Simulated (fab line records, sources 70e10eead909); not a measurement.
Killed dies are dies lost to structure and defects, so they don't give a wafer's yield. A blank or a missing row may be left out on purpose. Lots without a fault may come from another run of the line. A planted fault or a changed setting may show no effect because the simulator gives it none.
fab line records | flow nand_harc
record lots=7 wafers=21 last_day=24
route steps=1159 shown A_ONON_D1@426 END@1159
lots that met no fault: from a run of the same line without faults
start_h: hours from the record's first day to the start of the lot's first wafer shown | wait_h: hours since the lot's step before | " the same as in the row above | L1.1+2: a row that stands for several wafers | - no value, or no start given | * or withheld: withheld | < > ~ a bound
route shown NAME@n: a module of which the file shows steps, and the number in the route of the first | usual: mean/standard deviation of fault-free wafers | same: alike in all rows | chamber/n: place in a boat | sites: the reading at each site | _std_site: their standard deviation | _edge_site: outer sites' mean less inner sites' | radius_mm: how far each site lies from the wafer's centre | mask NAME#n: copy n | behind: the tool/chamber that last shaped the wafer | hold: why the lot was held/for how many hours/how that ended | device: the transistor (n, p or np) that didn't switch | end of line: the same wafers' tests at the end of the route | a step without rows: its recipe alone | killed: dies lost to structure and defects at the first sort, not the wafer's yield | map: a wafer's dies, x killed, . not, _ none there
set.NAME: the setting as run; set.NAME@STEP: as run at that earlier step | model.NAME: the simulator's own value behind a step, which no gauge read
lots at some steps of the route; a table a step, a row a wafer
services: from which hour (start_h, from the record's first day; less than 0 if before it) a tool's chamber was out of use, for how many hours, and why
## steps
# step NHARC_A_ONON_D1_DEP_03
# recipe target_thk_a=10000 n2_flow_sccm=2750 n2o_flow_sccm=2000 nh3_flow_sccm=500 sih4_flow_sccm=210 temp_c=400
# step NHARC_A_ONON_D1_THK_MEAS_05
# recipe thk_meas_gauge=ellipsometry
# usual thk_nm=999/12
# columns lot.wafer tool chamber start_h wait_h thk_nm
L570.2 film_metro-02 - 161.93 - 1015
L570.3 " - " " 1013
L570.4 " - " " 1014
L580.1 film_metro-02 - 226.88 - 1000
L580.2 " - " " 1000
L580.5 " - " " 998
L582.2 film_metro-01 - 234.73 - 1011
L582.4 " - " " 1009
L582.5 " - " " 1009
L583.1 film_metro-01 - 234.77 - 1006
L583.2 " - " " 1007
L583.4 " - " " 1007
L587.1 film_metro-01 - 256.59 - 992
L587.3 " - " " 992
L587.5 " - " " 993
L589.3 film_metro-02 - 268.15 - 986
L589.4 " - " " 985
L589.5 " - " " 985
L593.1 film_metro-01 - 291.36 - 994
L593.2 " - " " 994
L593.6 " - " " 994
# step NHARC_A_ONON_D1_DEP_06
# recipe target_thk_a=10000 n2_flow_sccm=2750 n2o_flow_sccm=2000 nh3_flow_sccm=500 sih4_flow_sccm=210 temp_c=400
# step NHARC_A_ONON_D1_THK_MEAS_08
# recipe thk_meas_gauge=ellipsometry
# usual thk_nm=1001/8.6
# columns lot.wafer tool chamber start_h wait_h thk_nm
L570.2 film_metro-02 - 162.50 - 1010
L570.3 " - " " 1008
L570.4 " - " " 1010
L580.1 film_metro-02 - 227.45 - 1019
L580.2 " - " " 1021
L580.5 " - " " 1020
L582.2 film_metro-01 - 235.30 - 999
L582.4 " - " " 997
L582.5 " - " " 997
L583.1 film_metro-02 - 235.33 - 987
L583.2 " - " " 986
L583.4 " - " " 988
L587.1 film_metro-01 - 257.16 - 1008
L587.3 " - " " 1009
L587.5 " - " " 1010
L589.3 film_metro-02 - 268.71 - 996
L589.4 " - " " 992
L589.5 " - " " 993
L593.1 film_metro-02 - 291.93 - 992
L593.2 " - " " 992
L593.6 " - " " 994
# step NHARC_A_ONON_D1_DEP_09
# recipe target_thk_a=10000 n2_flow_sccm=2750 n2o_flow_sccm=2000 nh3_flow_sccm=500 sih4_flow_sccm=210 temp_c=400
# step NHARC_A_ONON_D1_THK_MEAS_11
# recipe thk_meas_gauge=ellipsometry
# usual thk_nm=1001/13
# columns lot.wafer tool chamber start_h wait_h thk_nm
L570.2 film_metro-01 - 163.07 - 1015
L570.3 " - " " 1014
L570.4 " - " " 1014
L580.1 film_metro-02 - 228.04 - 990
L580.2 " - " " 990
L580.5 " - " " 992
L582.2 film_metro-01 - 235.87 - 997
L582.4 " - " " 998
L582.5 " - " " 997
L583.1 film_metro-02 - 236.08 - 989
L583.2 " - " " 989
L583.4 " - " " 988
L587.1 film_metro-01 - 257.73 - 992
L587.3 " - " " 993
L587.5 " - " " 992
L589.3 film_metro-01 - 269.27 - 995
L589.4 " - " " 994
L589.5 " - " " 995
L593.1 film_metro-02 - 292.50 - 1008
L593.2 " - " " 1006
L593.6 " - " " 1009
# step NHARC_A_ONON_D1_DEP_12
# recipe target_thk_a=10000 n2_flow_sccm=2750 n2o_flow_sccm=2000 nh3_flow_sccm=500 sih4_flow_sccm=210 temp_c=400
# step NHARC_A_ONON_D1_THK_MEAS_14
# recipe thk_meas_gauge=ellipsometry
# usual thk_nm=999/12
# columns lot.wafer tool chamber start_h wait_h thk_nm
L570.2 film_metro-02 - 163.64 - 1004
L570.3 " - " " 1006
L570.4 " - " " 1007
L580.1 film_metro-02 - 228.61 - 998
L580.2 " - " " 1001
L580.5 " - " " 1000
L582.2 film_metro-02 - 236.44 - 1014
L582.4 " - " " 1013
L582.5 " - " " 1012
L583.1 film_metro-01 - 236.65 - 985
L583.2 " - " " 982
L583.4 " - " " 983
L587.1 film_metro-02 - 258.30 - 1003
L587.3 " - " " 1004
L587.5 " - " " 1003
L589.3 film_metro-01 - 269.84 - 976
L589.4 " - " " 974
L589.5 " - " " 975
L593.1 film_metro-02 - 293.07 - 1024
L593.2 " - " " 1024
L593.6 " - " " 1022
# step NHARC_A_ONON_D1_ANNEAL_15
# recipe temp_c=750 time_s=3600
# step NHARC_A_ONON_D1_DEP_16
# recipe target_thk_a=10000 n2_flow_sccm=2750 n2o_flow_sccm=2000 nh3_flow_sccm=500 sih4_flow_sccm=210 temp_c=400
# step NHARC_A_ONON_D1_THK_MEAS_18
# recipe thk_meas_gauge=ellipsometry
# usual thk_nm=1002/11
# columns lot.wafer tool chamber start_h wait_h thk_nm
L570.2 film_metro-01 - 171.71 - 994
L570.3 " - " " 995
L570.4 " - " " 997
L580.1 film_metro-01 - 235.73 - 1006
L580.2 " - " " 1008
L580.5 " - " " 1006
L582.2 film_metro-01 - 244.77 - 1008
L582.4 " - " " 1005
L582.5 " - " " 1007
L583.1 film_metro-01 - 245.12 - 1004
L583.2 " - " " 1004
L583.4 " - " " 1003
L587.1 film_metro-01 - 265.44 - 990
L587.3 " - " " 991
L587.5 " - " " 993
L589.3 film_metro-01 - 277.90 - 1000
L589.4 " - " " 1001
L589.5 " - " " 1002
L593.1 film_metro-01 - 300.08 - 996
L593.2 " - " " 995
L593.6 " - " " 994
# step NHARC_A_ONON_D1_DEP_19
# recipe target_thk_a=10000 n2_flow_sccm=2750 n2o_flow_sccm=2000 nh3_flow_sccm=500 sih4_flow_sccm=210 temp_c=400
# usual nh3_flow_sccm=499.5/1.6
# columns lot.wafer tool chamber start_h wait_h nh3_flow_sccm
L570.2 pecvd_onon-04 0 171.82 0.1 501.4
L570.3 " 0 " " 500.9
L570.4 " 0 " " 498.8
L580.1 pecvd_onon-03 0 235.79 0.1 499.4
L580.2 " 0 " " 498.3
L580.5 " 0 " " 499.0
L582.2 pecvd_onon-03 0 244.89 0.1 499.2
L582.4 " 0 " " 500.3
L582.5 " 0 " " 500.4
L583.1 pecvd_onon-03 0 245.18 0.1 496.1
L583.2 " 0 " " 497.9
L583.4 " 0 " " 498.7
L587.1 pecvd_onon-03 0 265.50 0.1 499.4
L587.3 " 0 " " 499.3
L587.5 " 0 " " 498.6
L589.3 pecvd_onon-01 0 278.08 0.2 500.0
L589.4 " 0 " " 499.5
L589.5 " 0 " " 497.4
L593.1 pecvd_onon-01 0 300.14 0.1 502.1
L593.2 " 0 " " 500.8
L593.6 " 0 " " 501.2
# step NHARC_A_ONON_D1_THK_MEAS_21
# recipe thk_meas_gauge=ellipsometry
# usual thk_nm=1000/11
# columns lot.wafer tool chamber start_h wait_h thk_nm
L570.2 film_metro-01 - 172.28 - 997
L570.3 " - " " 999
L570.4 " - " " 997
L580.1 film_metro-02 - 236.30 - 988
L580.2 " - " " 989
L580.5 " - " " 988
L582.2 film_metro-02 - 245.34 - 600
L582.4 " - " " 602
L582.5 " - " " 601
L583.1 film_metro-02 - 245.69 - 597
L583.2 " - " " 599
L583.4 " - " " 597
L587.1 film_metro-01 - 266.03 - 591
L587.3 " - " " 592
L587.5 " - " " 595
L589.3 film_metro-01 - 278.47 - 1012
L589.4 " - " " 1013
L589.5 " - " " 1012
L593.1 film_metro-01 - 300.65 - 996
L593.2 " - " " 996
L593.6 " - " " 997
# step NHARC_A_ONON_D1_DEP_22
# recipe target_thk_a=10000 n2_flow_sccm=2750 n2o_flow_sccm=2000 nh3_flow_sccm=500 sih4_flow_sccm=210 temp_c=400
# step NHARC_END_SORT_01
# recipe temp_c=25
# usual killed_at_array=31/11 killed_at_other=0.5/0.78 killed_at_periphery=3.0/2 killed_dies=34/12 killed_open=3.2/2 killed_short=1.9/1.6
# same gross_dies=677
# columns lot.wafer tool chamber start_h wait_h killed_at_array killed_at_other killed_at_periphery killed_dies killed_open killed_short
L582.2 prober-01 0 510.81 2.8 672 1 4 677 3 2
L582.4 prober-01 0 512.39 3.4 674 0 3 677 1 2
L582.5 prober-01 0 513.19 3.7 670 3 4 677 4 3
L583.1 prober-01 0 517.79 2.5 673 1 3 677 4 1
L583.2 prober-01 0 518.60 2.8 674 1 2 677 1 0
L583.4 prober-01 0 520.21 3.4 671 0 6 677 2 4
L587.1 prober-02 0 540.83 2.5 675 0 2 677 1 2
L587.3 prober-02 0 542.41 3.1 676 0 1 677 3 3
L587.5 prober-02 0 543.99 3.7 675 0 2 677 2 2
# killed by level:class
L582.2 A_ONON_D1:area_dep=655 A_CHANNEL_HOLE_D1:chamber_film_flake=6 A_CONTACT:chamber_film_flake=4 A_CHANNEL_FILL_D1:geometric_particle:short=2 P_M1:chamber_film_flake=2 A_STAIRCASE:chamber_film_flake=2 P_CONTACT:geometric_particle:open=1 A_SOURCE_PLATE:geometric_particle:open=1
L582.4 A_ONON_D1:area_dep=666 A_CHANNEL_HOLE_D1:chamber_film_flake=3 P_M1:chamber_film_flake=2 A_CONTACT:chamber_film_flake=2 P_GATE:geometric_particle:short=1 A_WL_FILL:geometric_particle:short=1 A_BLC:geometric_particle:open=1 A_STAIRCASE:chamber_film_flake=1
L582.5 A_ONON_D1:area_dep=652 A_CHANNEL_HOLE_D1:chamber_film_flake=6 A_CONTACT:chamber_film_flake=3 THIN_TSV:chamber_film_flake=3 A_WL_FILL:geometric_particle:short=2 A_CONTACT:geometric_particle:open=2 P_M1:chamber_film_flake=2 A_STAIRCASE:chamber_film_flake=2
L583.1 A_ONON_D1:area_dep=647 A_SLIT:chamber_film_flake=14 A_CHANNEL_HOLE_D1:chamber_film_flake=6 P_STI:chamber_film_flake=2 A_CONTACT:chamber_film_flake=2 P_CONTACT:geometric_particle:open=1 A_WL_FILL:geometric_particle:open=1 A_BLC:geometric_particle:open=1
L583.2 A_ONON_D1:area_dep=655 A_SLIT:chamber_film_flake=15 A_CHANNEL_HOLE_D1:chamber_film_flake=3 A_ONON_D1:geometric_particle:open=1 P_ZERO_WELL:chamber_film_flake=1 P_STI:chamber_film_flake=1 THIN_TSV:chamber_film_flake=1
L583.4 A_ONON_D1:area_dep=643 A_SLIT:chamber_film_flake=13 A_CHANNEL_HOLE_D1:chamber_film_flake=8 A_CONTACT:chamber_film_flake=3 P_STI:chamber_film_flake=2 P_M0:geometric_particle:open=1 P_M0:geometric_particle:short=1 A_SOURCE_PLATE:geometric_particle:short=1
L587.1 A_ONON_D1:area_dep=638 A_SLIT:chamber_film_flake=20 A_CONTACT:chamber_film_flake=8 A_CHANNEL_HOLE_D1:chamber_film_flake=6 P_M2:geometric_particle:open=1 A_SOURCE_PLATE:geometric_particle:short=1 P_ZERO_WELL:chamber_film_flake=1 A_BLC:geometric_particle:short=1
L587.3 A_ONON_D1:area_dep=639 A_SLIT:chamber_film_flake=17 A_CHANNEL_HOLE_D1:chamber_film_flake=6 A_CONTACT:chamber_film_flake=6 A_CHANNEL_FILL_D1:chamber_film_flake=2 A_SOURCE_PLATE:geometric_particle:open=1 A_SOURCE_PLATE:geometric_particle:short=1 A_ONON_D1:geometric_particle:short=1
L587.5 A_ONON_D1:area_dep=639 A_SLIT:chamber_film_flake=17 A_CONTACT:chamber_film_flake=10 A_CHANNEL_HOLE_D1:chamber_film_flake=4 A_STAIRCASE:chamber_film_flake=2 P_CONTACT:geometric_particle:open=1 A_ONON_D1:geometric_particle:open=1 A_ONON_D1:geometric_particle:short=1
# map L582.2 (x killed, . not)
____________x____________
_________xxxxxxx_________
_______xxxxxxxxxxx_______
______xxxxxxxxxxxxx______
_____xxxxxxxxxxxxxxx_____
____xxxxxxxxxxxxxxxxx____
____xxxxxxxxxxxxxxxxx____
___xxxxxxxxxxxxxxxxxxx___
___xxxxxxxxxxxxxxxxxxx___
__xxxxxxxxxxxxxxxxxxxxx__
__xxxxxxxxxxxxxxxxxxxxx__
_xxxxxxxxxxxxxxxxxxxxxxx_
_xxxxxxxxxxxxxxxxxxxxxxx_
_xxxxxxxxxxxxxxxxxxxxxxx_
_xxxxxxxxxxxxxxxxxxxxxxx_
_xxxxxxxxxxxxxxxxxxxxxxx_
xxxxxxxxxxxxxxxxxxxxxxxxx
xxxxxxxxxxxxxxxxxxxxxxxxx
xxxxxxxxxxxxxxxxxxxxxxxxx
xxxxxxxxxxxxxxxxxxxxxxxxx
xxxxxxxxxxxxxxxxxxxxxxxxx
_xxxxxxxxxxxxxxxxxxxxxxx_
_xxxxxxxxxxxxxxxxxxxxxxx_
_xxxxxxxxxxxxxxxxxxxxxxx_
_xxxxxxxxxxxxxxxxxxxxxxx_
_xxxxxxxxxxxxxxxxxxxxxxx_
__xxxxxxxxxxxxxxxxxxxxx__
__xxxxxxxxxxxxxxxxxxxxx__
___xxxxxxxxxxxxxxxxxxx___
___xxxxxxxxxxxxxxxxxxx___
____xxxxxxxxxxxxxxxxx____
____xxxxxxxxxxxxxxxxx____
_____xxxxxxxxxxxxxxx_____
______xxxxxxxxxxxxx______
_______xxxxxxxxxxx_______
_________xxxxxxx_________
____________x____________
# map L583.1 (x killed, . not)
____________x____________
_________xxxxxxx_________
_______xxxxxxxxxxx_______
______xxxxxxxxxxxxx______
_____xxxxxxxxxxxxxxx_____
____xxxxxxxxxxxxxxxxx____
____xxxxxxxxxxxxxxxxx____
___xxxxxxxxxxxxxxxxxxx___
___xxxxxxxxxxxxxxxxxxx___
__xxxxxxxxxxxxxxxxxxxxx__
__xxxxxxxxxxxxxxxxxxxxx__
_xxxxxxxxxxxxxxxxxxxxxxx_
_xxxxxxxxxxxxxxxxxxxxxxx_
_xxxxxxxxxxxxxxxxxxxxxxx_
_xxxxxxxxxxxxxxxxxxxxxxx_
_xxxxxxxxxxxxxxxxxxxxxxx_
xxxxxxxxxxxxxxxxxxxxxxxxx
xxxxxxxxxxxxxxxxxxxxxxxxx
xxxxxxxxxxxxxxxxxxxxxxxxx
xxxxxxxxxxxxxxxxxxxxxxxxx
xxxxxxxxxxxxxxxxxxxxxxxxx
_xxxxxxxxxxxxxxxxxxxxxxx_
_xxxxxxxxxxxxxxxxxxxxxxx_
_xxxxxxxxxxxxxxxxxxxxxxx_
_xxxxxxxxxxxxxxxxxxxxxxx_
_xxxxxxxxxxxxxxxxxxxxxxx_
__xxxxxxxxxxxxxxxxxxxxx__
__xxxxxxxxxxxxxxxxxxxxx__
___xxxxxxxxxxxxxxxxxxx___
___xxxxxxxxxxxxxxxxxxx___
____xxxxxxxxxxxxxxxxx____
____xxxxxxxxxxxxxxxxx____
_____xxxxxxxxxxxxxxx_____
______xxxxxxxxxxxxx______
_______xxxxxxxxxxx_______
_________xxxxxxx_________
____________x____________
## services
# columns tool chamber start_h hours kind
pecvd_onon-03 - 153.00 13.0 pm
pecvd_onon-01 - 195.00 13.0 pm
pecvd_onon-04 - 237.02 13.0 pm
## key
first_sign step=NHARC_A_ONON_D1_THK_MEAS_21 reading=thk_nm direction=down sigmas=38 usual=1000 struck=597
effect step=NHARC_END_SORT_01 reading=killed_at_array direction=up sigmas=58 usual=31 struck=673
more_kills_born_at NHARC_A_ONON_D1_DEP_19@pecvd_onon-03=5834
met_at NHARC_A_ONON_D1_DEP_19
struck_wafers L582.2,L582.4,L582.5,L583.1,L583.2,L583.4,L587.1,L587.3,L587.5
later_rows_left_out L582.2,L582.4,L582.5,L583.1,L583.2,L583.4,L587.1,L587.3,L587.5
tester_left_out L582,L583,L587
fault kind=process_parameter_drift tool=pecvd_onon-03 chamber=0 onset_h=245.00 steps=NHARC_A_ONON_D1_DEP_19 channel=target_thk_a offset=* shape=step end_h=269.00 acts_in=* stated=*
# tester_left_out: of these lots the tester's yield and bins aren't shown, on N5 and GAA mostly nor the transistor test; their killed dies are dies lost to structure and defects alone, not to doping, threshold or leakage, so they don't give the yield
# later_rows_left_out: the simulator's readings of these wafers behind a module that went badly wrong aren't trusted and aren't shown, but for the sort
